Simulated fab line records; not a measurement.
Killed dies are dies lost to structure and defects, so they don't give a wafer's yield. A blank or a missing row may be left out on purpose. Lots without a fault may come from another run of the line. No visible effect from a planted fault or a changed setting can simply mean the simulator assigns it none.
Matching of chambers :: flow nand_harc :: 4 sister chambers for NHARC_P_M2_STRIP_18 on rie_diel-13
The step strips in N2/H2. 4 wafers are shown with their chamber, then 7 later ones without.

## WAFERS PAIRED WITH THEIR CHAMBERS
wafer: L079.1
chamber: 0
oes_product_au (a.u.): 0.998

wafer: L079.6
chamber: 1
oes_product_au (a.u.): 1.013

wafer: L081.2
chamber: 3
oes_product_au (a.u.): 0.986

wafer: L081.3
chamber: 2
oes_product_au (a.u.): 1.011

## WAFERS MISSING THEIR CHAMBER
wafer: L081.6
oes_product_au (a.u.): 1.003

wafer: L080.3
oes_product_au (a.u.): 1.004

wafer: L080.4
oes_product_au (a.u.): 1.000

wafer: L080.6
oes_product_au (a.u.): 1.000

wafer: L085.2
oes_product_au (a.u.): 0.995

wafer: L085.4
oes_product_au (a.u.): 0.998

wafer: L085.6
oes_product_au (a.u.): 0.990

## CHAMBER TAKEN BY EACH
wafer: L081.6
from the rows above: can't be placed: 0 or 2 or 1
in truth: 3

wafer: L080.3
from the rows above: can't be placed: 0 or 2 or 1
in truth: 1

wafer: L080.4
from the rows above: 0
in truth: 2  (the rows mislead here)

wafer: L080.6
from the rows above: 0
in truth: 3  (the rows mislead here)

wafer: L085.2
from the rows above: can't be placed: 0 or 3
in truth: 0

wafer: L085.4
from the rows above: 0
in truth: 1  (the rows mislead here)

wafer: L085.6
from the rows above: can't be placed: 3 or 0
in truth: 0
Placed correctly: 0 of 7. Cannot be placed on the basis of these rows: 4; the candidates contain the true chamber in 3. 3 placed wrongly.
How it was worked out, from the rows above alone: a wafer's distance from a chamber is the root of the sum, over the readings, of the square of ((its reading less the chamber's mean) divided by the reading's scatter). The wafer belongs to the nearest chamber; if the next one is less than 2 further off, it can't be placed. The mean given for a chamber averages the wafers shown for that chamber. The scatter: with one shown wafer a chamber, the root of the mean of the squares of how far each hidden wafer lies from its nearest shown one.
